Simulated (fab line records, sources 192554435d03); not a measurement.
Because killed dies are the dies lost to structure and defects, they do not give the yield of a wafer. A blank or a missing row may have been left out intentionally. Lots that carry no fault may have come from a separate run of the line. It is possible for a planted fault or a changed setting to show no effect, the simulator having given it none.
fab line records	flow n5Finfet
[record] lots = 24	wafers = 72	lastDay = 20
route steps=1938 shown BEOL_M4@1089
lots that met no fault: taken from a fault-free run of the same line
startH: hours from the record's opening day to when the first of the lot's shown wafers began	waitH: hours elapsed since this lot's preceding step	" same as the row above	L1.1+2: several wafers, shown together as one row	- value missing, or start not given	* or withheld: withheld	< > ~ a bound
route shown NAME@n: NAME is a module with steps in the file, n the number in the route of the first one	usual: mean and standard deviation over wafers with no fault	same: alike in all rows	chamber/n: place in a boat	sites: per-site readings	_std_site: how widely they spread, as a standard deviation	_edge_site: the outer-site mean with the inner-site mean subtracted	radiusMm: for every site, how far away it sits from the centre of the wafer	mask NAME#n: copy n	behind: the most recent tool/chamber to have shaped the wafer	hold: cause of the lot's hold/its duration in hours/its outcome	device: whichever transistor did not switch (one of n, p or np)	end of line: the tests these same wafers got at the end of their route	for a step that has no rows: nothing shown but its recipe	killed: at the first sort, the dies lost to defects and structure; wafer yield is something else	map: a wafer's dies, marking killed ones x, the rest . and places with no die _
set.NAME: the setting as run; set.NAME@STEP: as run at that earlier step	model.NAME: the simulator's own value behind a step, which no gauge read
a sample of lots followed through the steps of the route, with each step as a table and each wafer as a row
services: from which hour (startH, from the record's first day; less than 0 if before it) a tool's chamber was out of use, for how many hours, and why
[[steps]]
[step N5_BEOL_M4_ANNEAL_82]
[recipe] tempC = 400	timeS = 240	ambient = vacuum
[usual] heaterPowerW = 837/81
lot.wafer	tool	chamber	startH	waitH	heaterPowerW
L074.2	pvdSputter-03	-	186.22	0.0	812
L074.4	"	-	"	"	821
L074.6	"	-	"	"	816
L075.2	pvdSputter-01	-	191.40	0.0	733
L075.4	"	-	"	"	850
L075.5	"	-	"	"	822
L076.3	pvdSputter-02	-	196.02	0.0	886
L076.4	"	-	"	"	998
L076.5	"	-	"	"	834
L078.1	pvdSputter-03	-	213.33	0.0	1039
L078.4	"	-	"	"	750
L078.5	"	-	"	"	717
L077.1	pvdSputter-03	-	224.30	0.0	997
L077.5	"	-	"	"	719
L077.6	"	-	"	"	1019
L080.1	pvdSputter-03	-	238.86	0.0	1017
L080.2	"	-	"	"	724
L080.4	"	-	"	"	822
L079.1	pvdSputter-01	-	239.23	0.0	730
L079.2	"	-	"	"	837
L079.3	"	-	"	"	820
L081.2	pvdSputter-01	-	243.61	0.0	889
L081.3	"	-	"	"	841
L081.4	"	-	"	"	838
L082.3	pvdSputter-02	-	245.20	0.0	848
L082.5	"	-	"	"	968
L082.6	"	-	"	"	846
L083.1	pvdSputter-01	-	274.88	0.0	851
L083.3	"	-	"	"	701
L083.5	"	-	"	"	825
L084.3	pvdSputter-02	-	285.82	0.0	962
L084.5	"	-	"	"	954
L084.6	"	-	"	"	842
L085.3	pvdSputter-02	-	289.68	0.0	798
L085.4	"	-	"	"	880
L085.6	"	-	"	"	972
L086.2	pvdSputter-01	-	292.86	0.0	833
L086.3	"	-	"	"	714
L086.5	"	-	"	"	884
L088.1	pvdSputter-02	-	295.58	0.0	904
L088.3	"	-	"	"	943
L088.6	"	-	"	"	836
L087.1	pvdSputter-02	-	301.86	0.0	943
L087.2	"	-	"	"	870
L087.5	"	-	"	"	890
L089.2	pvdSputter-01	-	303.27	0.0	828
L089.3	"	-	"	"	818
L089.5	"	-	"	"	876
L090.4	pvdSputter-03	-	305.98	0.0	801
L090.5	"	-	"	"	814
L090.6	"	-	"	"	755
L092.3	pvdSputter-01	-	311.32	0.0	842
L092.4	"	-	"	"	878
L092.5	"	-	"	"	865
L094.1	pvdSputter-01	-	320.08	0.0	837
L094.2	"	-	"	"	872
L094.6	"	-	"	"	720
L091.2	pvdSputter-03	-	320.21	0.0	819
L091.4	"	-	"	"	800
L091.6	"	-	"	"	793
L095.2	pvdSputter-03	-	323.47	0.0	824
L095.3	"	-	"	"	1024
L095.6	"	-	"	"	711
L093.1	pvdSputter-01	-	328.65	0.0	710
L093.2	"	-	"	"	835
L093.6	"	-	"	"	839
L096.1	pvdSputter-01	-	331.37	0.0	825
L096.2	"	-	"	"	814
L096.4	"	-	"	"	721
L097.1	pvdSputter-03	-	358.98	0.0	714
L097.2	"	-	"	"	834
L097.4	"	-	"	"	811
[step N5_BEOL_M4_SPUTTER_86]
[recipe] material = Cu	targetThkA = 45	tempC = -20	chamberPressurePa = 0.07	powerW = withheld	timeS = 8.29
[usual] substrateTempC = -20.01/0.11	throttleValvePct = 29.8/0.8
lot.wafer	tool	chamber	startH	waitH	substrateTempC	throttleValvePct
L074.2	pvdSputter-03	-	186.36	0.1	-20.02	29.4
L074.4	"	-	"	"	-19.95	29.0
L074.6	"	-	"	"	-19.97	29.1
L075.2	pvdSputter-01	-	191.54	0.1	-19.69	30.2
L075.4	"	-	"	"	-20.07	31.1
L075.5	"	-	"	"	-20.06	31.1
L076.3	pvdSputter-02	-	196.16	0.1	-19.81	29.1
L076.4	"	-	"	"	-20.00	30.0
L076.5	"	-	"	"	-20.06	30.0
L078.1	pvdSputter-03	-	213.47	0.1	-20.05	29.7
L078.4	"	-	"	"	-20.03	30.2
L078.5	"	-	"	"	-20.06	30.8
L077.1	pvdSputter-03	-	224.44	0.1	-20.19	29.7
L077.5	"	-	"	"	-20.26	30.7
L077.6	"	-	"	"	-20.07	29.6
L080.1	pvdSputter-03	-	239.00	0.1	-20.07	29.7
L080.2	"	-	"	"	-20.12	30.6
L080.4	"	-	"	"	-19.95	29.3
L079.1	pvdSputter-01	-	239.37	0.1	-20.20	30.4
L079.2	"	-	"	"	-19.89	28.1
L079.3	"	-	"	"	-20.24	31.3
L081.2	pvdSputter-01	-	243.75	0.1	-20.00	30.1
L081.3	"	-	"	"	-19.95	28.1
L081.4	"	-	"	"	-20.10	31.2
L082.3	pvdSputter-02	-	245.34	0.1	-19.81	30.3
L082.5	"	-	"	"	-20.07	29.8
L082.6	"	-	"	"	-19.81	30.1
L083.1	pvdSputter-01	-	275.02	0.1	-20.16	28.1
L083.3	"	-	"	"	-20.00	30.1
L083.5	"	-	"	"	-20.26	28.3
L084.3	pvdSputter-02	-	285.96	0.1	-20.05	29.7
L084.5	"	-	"	"	-20.13	29.6
L084.6	"	-	"	"	-19.84	30.1
L085.3	pvdSputter-02	-	289.82	0.1	-19.97	29.6
L085.4	"	-	"	"	-20.06	29.0
L085.6	"	-	"	"	-20.08	29.6
L086.2	pvdSputter-01	-	293.00	0.1	-20.04	28.5
L086.3	"	-	"	"	-20.05	30.0
L086.5	"	-	"	"	-20.03	30.0
L088.1	pvdSputter-02	-	295.72	0.1	-20.02	29.0
L088.3	"	-	"	"	-20.27	29.5
L088.6	"	-	"	"	-19.92	29.9
L087.1	pvdSputter-02	-	302.00	0.1	-20.09	29.4
L087.2	"	-	"	"	-20.07	29.9
L087.5	"	-	"	"	-20.03	29.0
L089.2	pvdSputter-01	-	303.41	0.1	-20.08	28.3
L089.3	"	-	"	"	-19.87	31.1
L089.5	"	-	"	"	-19.76	29.9
L090.4	pvdSputter-03	-	306.12	0.1	-19.79	29.3
L090.5	"	-	"	"	-20.11	29.4
L090.6	"	-	"	"	-20.10	30.5
L092.3	pvdSputter-01	-	311.46	0.1	-20.02	28.3
L092.4	"	-	"	"	-19.97	30.1
L092.5	"	-	"	"	-19.99	30.3
L094.1	pvdSputter-01	-	320.22	0.1	-20.10	31.0
L094.2	"	-	"	"	-20.03	29.9
L094.6	"	-	"	"	-19.99	30.1
L091.2	pvdSputter-03	-	320.35	0.1	-19.99	29.1
L091.4	"	-	"	"	-19.93	29.3
L091.6	"	-	"	"	-20.09	29.2
L095.2	pvdSputter-03	-	323.61	0.1	-19.85	29.1
L095.3	"	-	"	"	-19.95	29.8
L095.6	"	-	"	"	-19.96	30.8
L093.1	pvdSputter-01	-	328.79	0.1	-20.04	29.9
L093.2	"	-	"	"	-19.84	31.2
L093.6	"	-	"	"	-20.12	28.1
L096.1	pvdSputter-01	-	331.51	0.1	-19.97	28.2
L096.2	"	-	"	"	-19.98	31.1
L096.4	"	-	"	"	-19.87	30.1
L097.1	pvdSputter-03	-	359.14	0.1	-19.97	30.7
L097.2	"	-	"	"	-19.95	29.4
L097.4	"	-	"	"	-19.86	29.3
[step N5_BEOL_M4_ANNEAL_87]
[recipe] tempC = 400	timeS = 240	ambient = vacuum
[usual] heaterPowerW = 835/77
lot.wafer	tool	chamber	startH	waitH	heaterPowerW
L074.2	pvdSputter-03	-	186.44	0.0	833
L074.4	"	-	"	"	820
L074.6	"	-	"	"	807
L075.2	pvdSputter-01	-	191.62	0.0	719
L075.4	"	-	"	"	833
L075.5	"	-	"	"	839
L076.3	pvdSputter-02	-	196.24	0.0	889
L076.4	"	-	"	"	976
L076.5	"	-	"	"	838
L078.1	pvdSputter-03	-	213.55	0.0	1014
L078.4	"	-	"	"	748
L078.5	"	-	"	"	733
L077.1	pvdSputter-03	-	224.52	0.0	1017
L077.5	"	-	"	"	740
L077.6	"	-	"	"	1016
L080.1	pvdSputter-03	-	239.08	0.0	1019
L080.2	"	-	"	"	741
L080.4	"	-	"	"	807
L079.1	pvdSputter-01	-	239.45	0.0	695
L079.2	"	-	"	"	816
L079.3	"	-	"	"	840
L081.2	pvdSputter-01	-	243.83	0.0	871
L081.3	"	-	"	"	856
L081.4	"	-	"	"	825
L082.3	pvdSputter-02	-	245.42	0.0	813
L082.5	"	-	"	"	962
L082.6	"	-	"	"	839
L083.1	pvdSputter-01	-	275.10	0.0	824
L083.3	"	-	"	"	723
L083.5	"	-	"	"	815
L084.3	pvdSputter-02	-	286.04	0.0	942
L084.5	"	-	"	"	945
L084.6	"	-	"	"	837
L085.3	pvdSputter-02	-	289.90	0.0	818
L085.4	"	-	"	"	884
L085.6	"	-	"	"	948
L086.2	pvdSputter-01	-	293.08	0.0	839
L086.3	"	-	"	"	705
L086.5	"	-	"	"	875
L088.1	pvdSputter-02	-	295.80	0.0	901
L088.3	"	-	"	"	920
L088.6	"	-	"	"	810
L087.1	pvdSputter-02	-	302.08	0.0	932
L087.2	"	-	"	"	814
L087.5	"	-	"	"	907
L089.2	pvdSputter-01	-	303.49	0.0	844
L089.3	"	-	"	"	818
L089.5	"	-	"	"	853
L090.4	pvdSputter-03	-	306.20	0.0	817
L090.5	"	-	"	"	795
L090.6	"	-	"	"	728
L092.3	pvdSputter-01	-	311.54	0.0	835
L092.4	"	-	"	"	865
L092.5	"	-	"	"	883
L094.1	pvdSputter-01	-	320.30	0.0	817
L094.2	"	-	"	"	841
L094.6	"	-	"	"	720
L091.2	pvdSputter-03	-	320.43	0.0	795
L091.4	"	-	"	"	804
L091.6	"	-	"	"	810
L095.2	pvdSputter-03	-	323.69	0.0	805
L095.3	"	-	"	"	991
L095.6	"	-	"	"	708
L093.1	pvdSputter-01	-	328.87	0.0	720
L093.2	"	-	"	"	813
L093.6	"	-	"	"	832
L096.1	pvdSputter-01	-	331.59	0.0	845
L096.2	"	-	"	"	807
L096.4	"	-	"	"	732
L097.1	pvdSputter-03	-	359.23	0.0	756
L097.2	"	-	"	"	815
L097.4	"	-	"	"	830
[step N5_BEOL_M4_ANNEAL_91]
[recipe] tempC = 400	timeS = 240	ambient = vacuum
[usual] heaterPowerW = 835/77
lot.wafer	tool	chamber	startH	waitH	heaterPowerW
L074.2	pvdSputter-03	-	186.88	0.0	799
L074.4	"	-	"	"	787
L074.6	"	-	"	"	814
L075.2	pvdSputter-01	-	192.06	0.0	729
L075.4	"	-	"	"	839
L075.5	"	-	"	"	834
L076.3	pvdSputter-02	-	196.68	0.0	895
L076.4	"	-	"	"	939
L076.5	"	-	"	"	848
L078.1	pvdSputter-03	-	213.99	0.0	1012
L078.4	"	-	"	"	743
L078.5	"	-	"	"	756
L077.1	pvdSputter-03	-	224.96	0.0	1013
L077.5	"	-	"	"	754
L077.6	"	-	"	"	1004
L080.1	pvdSputter-03	-	239.52	0.0	997
L080.2	"	-	"	"	744
L080.4	"	-	"	"	791
L079.1	pvdSputter-01	-	239.89	0.0	734
L079.2	"	-	"	"	835
L079.3	"	-	"	"	814
L081.2	pvdSputter-01	-	244.27	0.0	865
L081.3	"	-	"	"	805
L081.4	"	-	"	"	817
L082.3	pvdSputter-02	-	245.86	0.0	828
L082.5	"	-	"	"	966
L082.6	"	-	"	"	831
L083.1	pvdSputter-01	-	275.54	0.0	841
L083.3	"	-	"	"	717
L083.5	"	-	"	"	850
L084.3	pvdSputter-02	-	286.48	0.0	954
L084.5	"	-	"	"	962
L084.6	"	-	"	"	815
L085.3	pvdSputter-02	-	290.34	0.0	795
L085.4	"	-	"	"	877
L085.6	"	-	"	"	968
L086.2	pvdSputter-01	-	293.52	0.0	847
L086.3	"	-	"	"	721
L086.5	"	-	"	"	880
L088.1	pvdSputter-02	-	296.24	0.0	896
L088.3	"	-	"	"	972
L088.6	"	-	"	"	832
L087.1	pvdSputter-02	-	302.52	0.0	959
L087.2	"	-	"	"	831
L087.5	"	-	"	"	911
L089.2	pvdSputter-01	-	303.93	0.0	838
L089.3	"	-	"	"	850
L089.5	"	-	"	"	875
L090.4	pvdSputter-03	-	306.64	0.0	807
L090.5	"	-	"	"	810
L090.6	"	-	"	"	730
L092.3	pvdSputter-01	-	311.98	0.0	823
L092.4	"	-	"	"	856
L092.5	"	-	"	"	877
L094.1	pvdSputter-01	-	320.74	0.0	810
L094.2	"	-	"	"	842
L094.6	"	-	"	"	725
L091.2	pvdSputter-03	-	320.87	0.0	827
L091.4	"	-	"	"	804
L091.6	"	-	"	"	800
L095.2	pvdSputter-03	-	324.13	0.0	794
L095.3	"	-	"	"	1007
L095.6	"	-	"	"	727
L093.1	pvdSputter-01	-	329.31	0.0	713
L093.2	"	-	"	"	819
L093.6	"	-	"	"	823
L096.1	pvdSputter-01	-	332.03	0.0	842
L096.2	"	-	"	"	810
L096.4	"	-	"	"	730
L097.1	pvdSputter-03	-	359.73	0.0	728
L097.2	"	-	"	"	813
L097.4	"	-	"	"	804
[step N5_BEOL_M4_ANNEAL_93]
[recipe] tempC = 400	timeS = 240	ambient = vacuum
[usual] heaterPowerW = 835/78
lot.wafer	tool	chamber	startH	waitH	heaterPowerW
L074.2	pvdSputter-03	-	187.10	0.0	810
L074.4	"	-	"	"	805
L074.6	"	-	"	"	814
L075.2	pvdSputter-01	-	192.28	0.0	713
L075.4	"	-	"	"	840
L075.5	"	-	"	"	842
L076.3	pvdSputter-02	-	196.90	0.0	905
L076.4	"	-	"	"	948
L076.5	"	-	"	"	809
L078.1	pvdSputter-03	-	214.21	0.0	1013
L078.4	"	-	"	"	721
L078.5	"	-	"	"	738
L077.1	pvdSputter-03	-	225.18	0.0	1015
L077.5	"	-	"	"	738
L077.6	"	-	"	"	994
L080.1	pvdSputter-03	-	239.74	0.0	1008
L080.2	"	-	"	"	734
L080.4	"	-	"	"	812
L079.1	pvdSputter-01	-	240.11	0.0	718
L079.2	"	-	"	"	828
L079.3	"	-	"	"	844
L081.2	pvdSputter-01	-	244.49	0.0	865
L081.3	"	-	"	"	836
L081.4	"	-	"	"	829
L082.3	pvdSputter-02	-	246.08	0.0	846
L082.5	"	-	"	"	975
L082.6	"	-	"	"	843
L083.1	pvdSputter-01	-	275.76	0.0	831
L083.3	"	-	"	"	699
L083.5	"	-	"	"	851
L084.3	pvdSputter-02	-	286.70	0.0	966
L084.5	"	-	"	"	917
L084.6	"	-	"	"	824
L085.3	pvdSputter-02	-	290.56	0.0	795
L085.4	"	-	"	"	899
L085.6	"	-	"	"	949
L086.2	pvdSputter-01	-	293.74	0.0	813
L086.3	"	-	"	"	717
L086.5	"	-	"	"	860
L088.1	pvdSputter-02	-	296.46	0.0	902
L088.3	"	-	"	"	965
L088.6	"	-	"	"	829
L087.1	pvdSputter-02	-	302.74	0.0	919
L087.2	"	-	"	"	812
L087.5	"	-	"	"	873
L089.2	pvdSputter-01	-	304.15	0.0	856
L089.3	"	-	"	"	843
L089.5	"	-	"	"	866
L090.4	pvdSputter-03	-	306.86	0.0	804
L090.5	"	-	"	"	809
L090.6	"	-	"	"	745
L092.3	pvdSputter-01	-	312.20	0.0	847
L092.4	"	-	"	"	847
L092.5	"	-	"	"	864
L094.1	pvdSputter-01	-	320.96	0.0	831
L094.2	"	-	"	"	891
L094.6	"	-	"	"	723
L091.2	pvdSputter-03	-	321.09	0.0	801
L091.4	"	-	"	"	825
L091.6	"	-	"	"	822
L095.2	pvdSputter-03	-	324.35	0.0	824
L095.3	"	-	"	"	993
L095.6	"	-	"	"	734
L093.1	pvdSputter-01	-	329.53	0.0	701
L093.2	"	-	"	"	828
L093.6	"	-	"	"	842
L096.1	pvdSputter-01	-	332.25	0.0	835
L096.2	"	-	"	"	825
L096.4	"	-	"	"	725
L097.1	pvdSputter-03	-	359.97	0.0	721
L097.2	"	-	"	"	802
L097.4	"	-	"	"	808
[step N5_BEOL_M4_CO_CAP_55]
[recipe] material = Co	targetThkA = 20	tempC = 200	precursor = CCTBA/H2	pressureTorr = 30	timeS = 102.1
[usual] heaterPowerW = 243/17
lot.wafer	tool	chamber	startH	waitH	heaterPowerW	sinceWetCleanH
L074.2	cvdCo-02	2	189.79	0.0	250	265
L074.4	"	2	"	"	257	-
L074.6	"	1	"	"	232	-
L075.2	cvdCo-01	2	193.50	0.0	255	494
L075.4	"	0	"	"	255	-
L075.5	"	1	"	"	210	-
L076.3	cvdCo-01	0	198.29	0.1	255	-
L076.4	"	2	"	"	255	-
L076.5	"	2	"	"	247	-
L078.1	cvdCo-02	2	215.66	0.0	251	291
L078.4	"	0	"	"	238	-
L078.5	"	1	"	"	241	-
L077.1	cvdCo-01	2	226.40	0.0	261	527
L077.5	"	0	"	"	260	-
L077.6	"	1	"	"	218	-
L080.1	cvdCo-01	1	240.99	0.0	216	104
L080.2	"	2	"	"	259	542
L080.4	"	0	"	"	257	-
L079.1	cvdCo-02	2	241.43	0.0	252	316
L079.2	"	0	"	"	238	783
L079.3	"	1	"	"	238	1220
L081.2	cvdCo-01	2	245.72	0.0	253	546
L081.3	"	0	"	"	257	1006
L081.4	"	2	"	"	257	-
L082.3	cvdCo-02	1	247.43	0.0	237	1226
L082.5	"	1	"	"	232	-
L082.6	"	2	"	"	259	-
L083.1	cvdCo-01	1	276.98	0.0	212	140
L083.3	"	0	"	"	264	1037
L083.5	"	1	"	"	219	-
L084.3	cvdCo-02	0	287.93	0.0	235	829
L084.5	"	1	"	"	234	-
L084.6	"	0	"	"	230	-
L085.3	cvdCo-02	2	291.81	0.0	253	367
L085.4	"	1	"	"	230	-
L085.6	"	2	"	"	257	-
L086.2	cvdCo-01	0	294.98	0.0	254	1055
L086.3	"	2	"	"	253	596
L086.5	"	1	"	"	212	-
L088.1	cvdCo-01	1	297.68	0.0	219	161
L088.3	"	2	"	"	251	598
L088.6	"	2	"	"	253	-
L087.1	cvdCo-01	1	303.97	0.0	218	167
L087.2	"	2	"	"	257	605
L087.5	"	2	"	"	253	-
L089.2	cvdCo-01	1	305.37	0.0	217	169
L089.3	"	2	"	"	255	606
L089.5	"	2	"	"	260	-
L090.4	cvdCo-02	1	308.12	0.0	228	-
L090.5	"	2	"	"	260	-
L090.6	"	0	"	"	239	-
L092.3	cvdCo-01	1	313.43	0.0	215	177
L092.4	"	2	"	"	252	-
L092.5	"	0	"	"	251	-
L094.1	cvdCo-01	2	322.18	0.0	253	623
L094.2	"	0	"	"	253	1082
L094.6	"	2	"	"	256	-
L091.2	cvdCo-02	0	322.43	0.0	241	864
L091.4	"	0	"	"	237	-
L091.6	"	2	"	"	256	-
L095.2	cvdCo-01	1	325.58	0.0	214	189
L095.3	"	2	"	"	258	626
L095.6	"	2	"	"	259	-
L093.1	cvdCo-02	2	331.67	0.0	255	407
L093.2	"	0	"	"	240	873
L093.6	"	2	"	"	259	-
L096.1	cvdCo-01	1	333.48	0.0	211	197
L096.2	"	2	"	"	252	634
L096.4	"	2	"	"	259	-
L097.1	cvdCo-01	2	361.25	0.0	246	662
L097.2	"	0	"	"	261	1121
L097.4	"	0	"	"	253	-
[[services]]
tool	chamber	startH	hours	kind
cvdCo-01	-	185.44	6.9	pm
cvdCo-01	1	196.74	8.7	repair
cvdCo-02	-	251.00	6.0	pm
cvdCo-02	-	264.18	0.8	repair
cvdCo-02	-	303.15	0.8	repair
cvdCo-01	2	307.37	4.8	repair
cvdCo-02	1	333.33	-	clean
cvdCo-02	1	333.33	22.0	scheduledDown
cvdCo-02	1	333.33	22.0	ventCycle
cvdCo-01	-	336.47	6.0	pm
pvdSputter-01	-	344.74	1.6	repair
cvdCo-01	-	345.27	0.5	repair
pvdSputter-02	-	351.20	11.7	repair
[[key]]
fault none
